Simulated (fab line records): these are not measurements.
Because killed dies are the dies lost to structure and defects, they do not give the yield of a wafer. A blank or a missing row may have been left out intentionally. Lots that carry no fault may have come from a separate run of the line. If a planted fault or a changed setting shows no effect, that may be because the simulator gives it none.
Which tool is to blame? :: flow nand-harc :: Sampling: 24 lots, 72 wafers, 5 of 1159 route steps

## WHAT THE GAUGES READ, wafer by wafer
NHARC_P_GATE_CD_MEAS_91 targets a cd of 2000 nm. Usual: cd-nm 2000.1 nm, standard deviation 1.1.
lot: L074
measured: day 5 08:53
on: cd-sem-02
cd-nm (nm): 2000.5 1999.4 1998.1
flag: 

lot: L075
measured: day 5 16:53
on: cd-sem-03
cd-nm (nm): 1999.9 2002.1 2000.4
flag: 

lot: L076
measured: day 5 23:30
on: cd-sem-01
cd-nm (nm): 2001.0 1999.5 2000.2
flag: 

lot: L078
measured: day 6 04:55
on: cd-sem-02
cd-nm (nm): 2000.0 2000.3 2000.6
flag: 

lot: L077
measured: day 6 05:06
on: cd-sem-02
cd-nm (nm): 2001.9 2000.0 2000.3
flag: 

lot: L079
measured: day 6 21:31
on: cd-sem-01
cd-nm (nm): 1999.6 2001.0 2000.3
flag: 

lot: L080
measured: day 6 22:07
on: cd-sem-01
cd-nm (nm): 2001.0 2001.6 2000.8
flag: 

lot: L081
measured: day 7 05:52
on: cd-sem-01
cd-nm (nm): 1999.3 2000.2 2001.0
flag: 

lot: L083
measured: day 7 21:50
on: cd-sem-01
cd-nm (nm): 2001.2 2002.3 2002.1
flag: 

lot: L082
measured: day 7 22:01
on: cd-sem-01
cd-nm (nm): 2002.5 2001.3 2000.0
flag: 

lot: L084
measured: day 8 03:02
on: cd-sem-02
cd-nm (nm): 2000.4 1999.4 2002.0
flag: 

lot: L085
measured: day 8 14:14
on: cd-sem-03
cd-nm (nm): 1999.8 2000.1 2000.9
flag: 

lot: L086
measured: day 8 14:59
on: cd-sem-01
cd-nm (nm): 2000.9 1999.4 1999.3
flag: 

lot: L088
measured: day 8 21:18
on: cd-sem-01
cd-nm (nm): 1999.6 1999.8 1998.6
flag: 

lot: L087
measured: day 8 21:48
on: cd-sem-01
cd-nm (nm): 2002.4 2000.8 2001.6
flag: 

lot: L089
measured: day 9 15:51
on: cd-sem-02
cd-nm (nm): 1999.7 2000.2 1999.8
flag: 

lot: L090
measured: day 9 16:23
on: cd-sem-01
cd-nm (nm): 1999.6 2000.1 1997.5
flag: 

lot: L092
measured: day 9 19:59
on: cd-sem-03
cd-nm (nm): 2000.2 1998.2 2000.0
flag: 

lot: L091
measured: day 9 22:05
on: cd-sem-03
cd-nm (nm): 1999.5 1998.3 1998.6
flag: 

lot: L093
measured: day 10 01:08
on: cd-sem-02
cd-nm (nm): 2001.0 1998.7 2000.4
flag: 

lot: L094
measured: day 10 09:40
on: cd-sem-03
cd-nm (nm): 2001.5 1999.6 1998.9
flag: 

lot: L095
measured: day 10 16:01
on: cd-sem-01
cd-nm (nm): 1999.0 1999.2 1999.9
flag: 

lot: L096
measured: day 10 17:58
on: cd-sem-01
cd-nm (nm): 2001.1 1999.7 1999.4
flag: 

lot: L097
measured: day 10 21:44
on: cd-sem-03
cd-nm (nm): 1998.2 1999.3 1999.7
flag: 

NHARC_P_M1_OVL_MEAS_10: pitch 260 nm. Usual: overlay-x-nm -0.1 nm, standard deviation 0.8; overlay-y-nm 0.1 nm, standard deviation 0.79.
lot: L074
measured: day 6 01:38
on: overlay-02
overlay-x-nm (nm): 1.4 0.6 0.9
overlay-y-nm (nm): 0.5 -0.2 -0.6
flag: 

lot: L075
measured: day 6 11:14
on: overlay-02
overlay-x-nm (nm): 0.7 0.2 0.2
overlay-y-nm (nm): 0.9 0.5 1.1
flag: 

lot: L076
measured: day 6 16:02
on: overlay-01
overlay-x-nm (nm): -0.1 -1.0 -1.2
overlay-y-nm (nm): -0.1 0.2 -0.2
flag: 

lot: L078
measured: day 6 17:58
on: overlay-01
overlay-x-nm (nm): -0.4 -0.5 -0.4
overlay-y-nm (nm): -0.8 -0.3 -1.6
flag: 

lot: L077
measured: day 6 18:47
on: overlay-02
overlay-x-nm (nm): -0.1 -0.2 -0.1
overlay-y-nm (nm): -0.1 0.1 -0.7
flag: 

lot: L079
measured: day 7 14:43
on: overlay-02
overlay-x-nm (nm): -1.3 -0.8 -0.3
overlay-y-nm (nm): 0.3 0.2 0.4
flag: 

lot: L080
measured: day 7 15:14
on: overlay-01
overlay-x-nm (nm): 0.0 -0.5 0.4
overlay-y-nm (nm): -0.5 0.1 -0.2
flag: 

lot: L081
measured: day 7 19:43
on: overlay-01
overlay-x-nm (nm): -0.5 -0.1 -0.5
overlay-y-nm (nm): -0.1 0.6 0.0
flag: 

lot: L083
measured: day 8 11:05
on: overlay-01
overlay-x-nm (nm): 0.4 0.1 0.2
overlay-y-nm (nm): -2.0 -1.5 -1.9
flag: 

lot: L082
measured: day 8 11:15
on: overlay-02
overlay-x-nm (nm): 0.1 0.3 -0.4
overlay-y-nm (nm): -0.3 -0.1 0.1
flag: 

lot: L084
measured: day 8 20:59
on: overlay-02
overlay-x-nm (nm): -0.2 -0.5 -0.4
overlay-y-nm (nm): 1.0 0.6 0.8
flag: 

lot: L085
measured: day 9 03:38
on: overlay-02
overlay-x-nm (nm): -1.2 -1.3 -1.7
overlay-y-nm (nm): 0.0 -0.6 -0.8
flag: 

lot: L086
measured: day 9 04:25
on: overlay-02
overlay-x-nm (nm): -0.2 -0.6 -0.4
overlay-y-nm (nm): 1.9 0.6 1.3
flag: 

lot: L088
measured: day 9 17:13
on: overlay-02
overlay-x-nm (nm): -1.6 -1.4 -1.0
overlay-y-nm (nm): 0.0 0.2 0.3
flag: 

lot: L087
measured: day 9 17:58
on: overlay-01
overlay-x-nm (nm): 1.6 1.3 0.9
overlay-y-nm (nm): -0.4 -0.4 -0.9
flag: 

lot: L089
measured: day 10 05:55
on: overlay-02
overlay-x-nm (nm): 0.2 0.5 0.5
overlay-y-nm (nm): -1.8 -0.9 -1.3
flag: 

lot: L090
measured: day 10 07:16
on: overlay-02
overlay-x-nm (nm): 1.3 1.2 1.9
overlay-y-nm (nm): 0.9 1.2 0.3
flag: 

lot: L092
measured: day 10 12:31
on: overlay-01
overlay-x-nm (nm): 0.4 0.9 1.0
overlay-y-nm (nm): 0.8 0.1 0.2
flag: 

lot: L091
measured: day 10 15:56
on: overlay-01
overlay-x-nm (nm): 0.0 0.3 0.3
overlay-y-nm (nm): 0.2 0.9 0.1
flag: 

lot: L093
measured: day 10 18:07
on: overlay-01
overlay-x-nm (nm): 0.0 -0.3 -0.2
overlay-y-nm (nm): 0.9 -0.1 0.5
flag: 

lot: L094
measured: day 11 02:40
on: overlay-01
overlay-x-nm (nm): -2.1 -2.1 -1.2
overlay-y-nm (nm): 0.5 0.3 0.4
flag: 

lot: L095
measured: day 11 05:17
on: overlay-02
overlay-x-nm (nm): -0.1 0.0 0.1
overlay-y-nm (nm): -0.1 -0.5 -0.1
flag: 

lot: L096
measured: day 11 09:01
on: overlay-01
overlay-x-nm (nm): -0.2 -0.5 -0.6
overlay-y-nm (nm): 0.6 0.7 -0.1
flag: 

lot: L097
measured: day 11 13:49
on: overlay-01
overlay-x-nm (nm): -0.2 0.0 0.0
overlay-y-nm (nm): 0.8 0.8 0.9
flag: 

NHARC_P_M1_THK_MEAS_24: measures by xrf. Usual: thk-nm 158.0 nm, standard deviation 1.4.
lot: L074
measured: day 6 04:11
on: film-metro-01
thk-nm (nm): 157.0 156.7 157.9
flag: 

lot: L075
measured: day 6 13:50
on: film-metro-01
thk-nm (nm): 161.4 158.4 160.1
flag: 

lot: L076
measured: day 6 18:37
on: film-metro-02
thk-nm (nm): 160.4 157.7 157.9
flag: 

lot: L078
measured: day 6 20:32
on: film-metro-02
thk-nm (nm): 157.5 158.1 159.3
flag: 

lot: L077
measured: day 6 21:22
on: film-metro-01
thk-nm (nm): 159.6 159.2 159.4
flag: 

lot: L079
measured: day 7 17:16
on: film-metro-01
thk-nm (nm): 155.3 154.9 157.3
flag: 

lot: L080
measured: day 7 17:46
on: film-metro-01
thk-nm (nm): 157.8 158.5 158.6
flag: 

lot: L081
measured: day 7 22:30
on: film-metro-02
thk-nm (nm): 159.2 159.2 158.5
flag: 

lot: L083
measured: day 8 13:37
on: film-metro-01
thk-nm (nm): 158.1 158.7 158.8
flag: 

lot: L082
measured: day 8 13:55
on: film-metro-02
thk-nm (nm): 156.7 155.8 156.4
flag: 

lot: L084
measured: day 8 23:31
on: film-metro-02
thk-nm (nm): 158.2 156.1 157.3
flag: 

lot: L085
measured: day 9 06:12
on: film-metro-01
thk-nm (nm): 161.1 160.5 158.1
flag: 

lot: L086
measured: day 9 07:23
on: film-metro-02
thk-nm (nm): 157.8 158.1 157.2
flag: 

lot: L088
measured: day 9 20:13
on: film-metro-02
thk-nm (nm): 159.4 158.7 158.7
flag: 

lot: L087
measured: day 9 20:32
on: film-metro-02
thk-nm (nm): 159.5 159.0 159.0
flag: 

lot: L089
measured: day 10 08:29
on: film-metro-02
thk-nm (nm): 157.8 156.1 156.6
flag: 

lot: L090
measured: day 10 09:50
on: film-metro-01
thk-nm (nm): 159.5 157.3 157.1
flag: 

lot: L092
measured: day 10 15:02
on: film-metro-01
thk-nm (nm): 156.8 157.5 158.4
flag: 

lot: L091
measured: day 10 18:28
on: film-metro-01
thk-nm (nm): 156.1 158.5 155.4
flag: 

lot: L093
measured: day 10 20:37
on: film-metro-02
thk-nm (nm): 157.1 157.1 158.1
flag: 

lot: L094
measured: day 11 05:11
on: film-metro-01
thk-nm (nm): 157.2 157.3 159.1
flag: 

lot: L095
measured: day 11 07:50
on: film-metro-01
thk-nm (nm): 157.3 160.9 157.8
flag: 

lot: L096
measured: day 11 11:40
on: film-metro-01
thk-nm (nm): 159.6 158.6 157.6
flag: 

lot: L097
measured: day 11 16:20
on: film-metro-02
thk-nm (nm): 158.8 157.2 156.4
flag: 

## EACH LOT AND THE TOOL THAT RAN IT (in order: tool; ch and the chambers of the sampled wafers; start)
lot: L074
NHARC_P_M0_DEGAS_28: pvd-sputter-01, day 5 22:38
NHARC_P_M1_DESCUM_14: rie-diel-05 ch 2,3, day 6 01:44

lot: L075
NHARC_P_M0_DEGAS_28: pvd-sputter-02, day 6 08:19
NHARC_P_M1_DESCUM_14: rie-diel-05 ch 0,1,3, day 6 11:21

lot: L076
NHARC_P_M0_DEGAS_28: pvd-sputter-01, day 6 13:09
NHARC_P_M1_DESCUM_14: rie-diel-05 ch 0,1,2, day 6 16:09

lot: L078
NHARC_P_M0_DEGAS_28: pvd-sputter-02, day 6 15:00
NHARC_P_M1_DESCUM_14: rie-diel-02 ch 0,1,2, day 6 18:04

lot: L077
NHARC_P_M0_DEGAS_28: pvd-sputter-01, day 6 15:41
NHARC_P_M1_DESCUM_14: rie-diel-05 ch 0,1,2, day 6 18:53

lot: L079
NHARC_P_M0_DEGAS_28: pvd-sputter-02, day 7 11:38
NHARC_P_M1_DESCUM_14: rie-diel-05 ch 1,2,3, day 7 14:50

lot: L080
NHARC_P_M0_DEGAS_28: pvd-sputter-02, day 7 12:16
NHARC_P_M1_DESCUM_14: rie-diel-05 ch 0,2,3, day 7 15:22

lot: L081
NHARC_P_M0_DEGAS_28: pvd-sputter-02, day 7 16:40
NHARC_P_M1_DESCUM_14: rie-diel-10 ch 0,3, day 7 19:49

lot: L083
NHARC_P_M0_DEGAS_28: pvd-sputter-03, day 8 08:04
NHARC_P_M1_DESCUM_14: rie-diel-02 ch 1,2, day 8 11:11

lot: L082
NHARC_P_M0_DEGAS_28: pvd-sputter-02, day 8 08:11
NHARC_P_M1_DESCUM_14: rie-diel-05 ch 0,1, day 8 11:21

lot: L084
NHARC_P_M0_DEGAS_28: pvd-sputter-02, day 8 17:54
NHARC_P_M1_DESCUM_14: rie-diel-05 ch 0,1,2, day 8 21:05

lot: L085
NHARC_P_M0_DEGAS_28: pvd-sputter-02, day 9 00:31
NHARC_P_M1_DESCUM_14: rie-diel-02 ch 1,2,3, day 9 03:44

lot: L086
NHARC_P_M0_DEGAS_28: pvd-sputter-02, day 9 01:20
NHARC_P_M1_DESCUM_14: rie-diel-05 ch 0,1,2, day 9 04:31

lot: L088
NHARC_P_M0_DEGAS_28: pvd-sputter-03, day 9 14:15
NHARC_P_M1_DESCUM_14: rie-diel-02 ch 1,2,3, day 9 17:19

lot: L087
NHARC_P_M0_DEGAS_28: pvd-sputter-01, day 9 14:55
NHARC_P_M1_DESCUM_14: rie-diel-10 ch 1,2,3, day 9 18:05

lot: L089
NHARC_P_M0_DEGAS_28: pvd-sputter-01, day 10 02:52
NHARC_P_M1_DESCUM_14: rie-diel-10 ch 1,2,3, day 10 06:01

lot: L090
NHARC_P_M0_DEGAS_28: pvd-sputter-01, day 10 03:17
NHARC_P_M1_DESCUM_14: rie-diel-05 ch 1,3, day 10 07:22

lot: L092
NHARC_P_M0_DEGAS_28: pvd-sputter-01, day 10 09:29
NHARC_P_M1_DESCUM_14: rie-diel-10 ch 0,1,3, day 10 12:37

lot: L091
NHARC_P_M0_DEGAS_28: pvd-sputter-02, day 10 12:50
NHARC_P_M1_DESCUM_14: rie-diel-10 ch 0,1,3, day 10 16:04

lot: L093
NHARC_P_M0_DEGAS_28: pvd-sputter-03, day 10 15:02
NHARC_P_M1_DESCUM_14: rie-diel-02 ch 0,1,2, day 10 18:13

lot: L094
NHARC_P_M0_DEGAS_28: pvd-sputter-03, day 10 23:37
NHARC_P_M1_DESCUM_14: rie-diel-10 ch 0,1, day 11 02:46

lot: L095
NHARC_P_M0_DEGAS_28: pvd-sputter-03, day 11 02:06
NHARC_P_M1_DESCUM_14: rie-diel-10 ch 0,2, day 11 05:23

lot: L096
NHARC_P_M0_DEGAS_28: pvd-sputter-03, day 11 04:02
NHARC_P_M1_DESCUM_14: rie-diel-05 ch 0,2, day 11 09:07

lot: L097
NHARC_P_M0_DEGAS_28: pvd-sputter-02, day 11 10:27
NHARC_P_M1_DESCUM_14: rie-diel-05 ch 0,1,2, day 11 13:55
- NHARC_P_M0_DEGAS_28: time 60 s.
- NHARC_P_M1_DESCUM_14: chemistry O2, time 3 s.

## AS READ BY THE TOOLS THEMSELVES (means over the sampled wafers that have a number; for cases with no such wafer, the mark the record gives instead)
NHARC_P_M0_DEGAS_28. Usual: heater-power-w 347 W, standard deviation 23.
lot: L074
tool: pvd-sputter-01
heater-power-w (W): 313
flag: 

lot: L075
tool: pvd-sputter-02
heater-power-w (W): 360
flag: 

lot: L076
tool: pvd-sputter-01
heater-power-w (W): 316
flag: 

lot: L078
tool: pvd-sputter-02
heater-power-w (W): 347
flag: 

lot: L077
tool: pvd-sputter-01
heater-power-w (W): 327
flag: 

lot: L079
tool: pvd-sputter-02
heater-power-w (W): 339
flag: 

lot: L080
tool: pvd-sputter-02
heater-power-w (W): 353
flag: 

lot: L081
tool: pvd-sputter-02
heater-power-w (W): 338
flag: 

lot: L083
tool: pvd-sputter-03
heater-power-w (W): 348
flag: 

lot: L082
tool: pvd-sputter-02
heater-power-w (W): 370
flag: 

lot: L084
tool: pvd-sputter-02
heater-power-w (W): 334
flag: 

lot: L085
tool: pvd-sputter-02
heater-power-w (W): 348
flag: 

lot: L086
tool: pvd-sputter-02
heater-power-w (W): 365
flag: 

lot: L088
tool: pvd-sputter-03
heater-power-w (W): 330
flag: 

lot: L087
tool: pvd-sputter-01
heater-power-w (W): 340
flag: 

lot: L089
tool: pvd-sputter-01
heater-power-w (W): 330
flag: 

lot: L090
tool: pvd-sputter-01
heater-power-w (W): 339
flag: 

lot: L092
tool: pvd-sputter-01
heater-power-w (W): 331
flag: 

lot: L091
tool: pvd-sputter-02
heater-power-w (W): 363
flag: 

lot: L093
tool: pvd-sputter-03
heater-power-w (W): 355
flag: 

lot: L094
tool: pvd-sputter-03
heater-power-w (W): 352
flag: 

lot: L095
tool: pvd-sputter-03
heater-power-w (W): 348
flag: 

lot: L096
tool: pvd-sputter-03
heater-power-w (W): 347
flag: 

lot: L097
tool: pvd-sputter-02
heater-power-w (W): 356
flag: 

NHARC_P_M1_DESCUM_14. Usual: drypump-motor-current-A 5.7 A, standard deviation 0.47; oes-product-au 1.000 a.u., standard deviation 0.0075; rf-vpp-V 57.7 V, standard deviation 0.95; showerhead-plenum-p-Torr 1.88 Torr, standard deviation 0.089; throttle-valve-pct 11.310 %, standard deviation 0.0087.
lot: L074
tool: rie-diel-05
drypump-motor-current-A (A): 5.4
oes-product-au (a.u.): 1.002
rf-vpp-V (V): 58.1
showerhead-plenum-p-Torr (Torr): 1.87
throttle-valve-pct (%): 11.306
flag: 

lot: L075
tool: rie-diel-05
drypump-motor-current-A (A): 6.0
oes-product-au (a.u.): 1.009
rf-vpp-V (V): 57.4
showerhead-plenum-p-Torr (Torr): 1.93
throttle-valve-pct (%): 11.313
flag: 

lot: L076
tool: rie-diel-05
drypump-motor-current-A (A): 6.1
oes-product-au (a.u.): 1.000
rf-vpp-V (V): 57.7
showerhead-plenum-p-Torr (Torr): 1.90
throttle-valve-pct (%): 11.308
flag: 

lot: L078
tool: rie-diel-02
drypump-motor-current-A (A): 5.7
oes-product-au (a.u.): 0.990
rf-vpp-V (V): 57.9
showerhead-plenum-p-Torr (Torr): 1.93
throttle-valve-pct (%): 11.311
flag: 

lot: L077
tool: rie-diel-05
drypump-motor-current-A (A): 6.1
oes-product-au (a.u.): 1.002
rf-vpp-V (V): 57.4
showerhead-plenum-p-Torr (Torr): 1.90
throttle-valve-pct (%): 11.315
flag: 

lot: L079
tool: rie-diel-05
drypump-motor-current-A (A): 5.7
oes-product-au (a.u.): 1.005
rf-vpp-V (V): 58.0
showerhead-plenum-p-Torr (Torr): 1.85
throttle-valve-pct (%): 11.315
flag: 

lot: L080
tool: rie-diel-05
drypump-motor-current-A (A): 5.8
oes-product-au (a.u.): 1.008
rf-vpp-V (V): 57.7
showerhead-plenum-p-Torr (Torr): 1.92
throttle-valve-pct (%): 11.312
flag: 

lot: L081
tool: rie-diel-10
drypump-motor-current-A (A): 5.3
oes-product-au (a.u.): 0.990
rf-vpp-V (V): 57.1
showerhead-plenum-p-Torr (Torr): 1.85
throttle-valve-pct (%): 11.306
flag: 

lot: L083
tool: rie-diel-02
drypump-motor-current-A (A): 5.7
oes-product-au (a.u.): 0.996
rf-vpp-V (V): 58.6
showerhead-plenum-p-Torr (Torr): 1.95
throttle-valve-pct (%): 11.315
flag: 

lot: L082
tool: rie-diel-05
drypump-motor-current-A (A): 6.2
oes-product-au (a.u.): 0.997
rf-vpp-V (V): 57.7
showerhead-plenum-p-Torr (Torr): 1.91
throttle-valve-pct (%): 11.314
flag: 

lot: L084
tool: rie-diel-05
drypump-motor-current-A (A): 6.1
oes-product-au (a.u.): 1.006
rf-vpp-V (V): 57.7
showerhead-plenum-p-Torr (Torr): 1.90
throttle-valve-pct (%): 11.315
flag: 

lot: L085
tool: rie-diel-02
drypump-motor-current-A (A): 5.5
oes-product-au (a.u.): 1.006
rf-vpp-V (V): 57.7
showerhead-plenum-p-Torr (Torr): 1.90
throttle-valve-pct (%): 11.304
flag: 

lot: L086
tool: rie-diel-05
drypump-motor-current-A (A): 6.1
oes-product-au (a.u.): 1.008
rf-vpp-V (V): 57.8
showerhead-plenum-p-Torr (Torr): 1.90
throttle-valve-pct (%): 11.311
flag: 

lot: L088
tool: rie-diel-02
drypump-motor-current-A (A): 5.5
oes-product-au (a.u.): 1.006
rf-vpp-V (V): 58.2
showerhead-plenum-p-Torr (Torr): 1.90
throttle-valve-pct (%): 11.308
flag: 

lot: L087
tool: rie-diel-10
drypump-motor-current-A (A): 5.2
oes-product-au (a.u.): 0.992
rf-vpp-V (V): 57.4
showerhead-plenum-p-Torr (Torr): 1.80
throttle-valve-pct (%): 11.307
flag: 

lot: L089
tool: rie-diel-10
drypump-motor-current-A (A): 5.2
oes-product-au (a.u.): 0.991
rf-vpp-V (V): 57.7
showerhead-plenum-p-Torr (Torr): 1.80
throttle-valve-pct (%): 11.307
flag: 

lot: L090
tool: rie-diel-05
drypump-motor-current-A (A): 5.5
oes-product-au (a.u.): 0.999
rf-vpp-V (V): 58.0
showerhead-plenum-p-Torr (Torr): 1.88
throttle-valve-pct (%): 11.303
flag: 

lot: L092
tool: rie-diel-10
drypump-motor-current-A (A): 5.2
oes-product-au (a.u.): 1.001
rf-vpp-V (V): 56.1
showerhead-plenum-p-Torr (Torr): 1.85
throttle-valve-pct (%): 11.305
flag: 

lot: L091
tool: rie-diel-10
drypump-motor-current-A (A): 5.2
oes-product-au (a.u.): 0.996
rf-vpp-V (V): 57.9
showerhead-plenum-p-Torr (Torr): 1.85
throttle-valve-pct (%): 11.308
flag: 

lot: L093
tool: rie-diel-02
drypump-motor-current-A (A): 5.7
oes-product-au (a.u.): 0.996
rf-vpp-V (V): 57.9
showerhead-plenum-p-Torr (Torr): 1.93
throttle-valve-pct (%): 11.304
flag: 

lot: L094
tool: rie-diel-10
drypump-motor-current-A (A): 5.0
oes-product-au (a.u.): 0.999
rf-vpp-V (V): 58.1
showerhead-plenum-p-Torr (Torr): 1.85
throttle-valve-pct (%): 11.310
flag: 

lot: L095
tool: rie-diel-10
drypump-motor-current-A (A): 5.6
oes-product-au (a.u.): 0.992
rf-vpp-V (V): 57.2
showerhead-plenum-p-Torr (Torr): 1.91
throttle-valve-pct (%): 11.314
flag: 

lot: L096
tool: rie-diel-05
drypump-motor-current-A (A): 6.2
oes-product-au (a.u.): 1.005
rf-vpp-V (V): 57.3
showerhead-plenum-p-Torr (Torr): 1.97
throttle-valve-pct (%): 11.323
flag: 

lot: L097
tool: rie-diel-05
drypump-motor-current-A (A): 6.1
oes-product-au (a.u.): 1.006
rf-vpp-V (V): 57.8
showerhead-plenum-p-Torr (Torr): 1.90
throttle-valve-pct (%): 11.309
flag: 

## THE ANSWER, worked out from the rows above alone
Rule: lot off if the mean of its wafers having a number is beyond 3 standard deviations from the usual mean. Also off: a lot with no number at a reading for which 4 or more lots have one. Any other lot the step has rows for is counted as sound. First the gauges in route order, then the tools' own readings, where a lot's mean is used as printed above. At the first step where some lot is off, the reading lying furthest off is the one used; lots without a number count as furthest.
Nothing can be told from this: no lot is off at any reading shown.

## WHAT WAS PUT IN BY THE SIMULATOR
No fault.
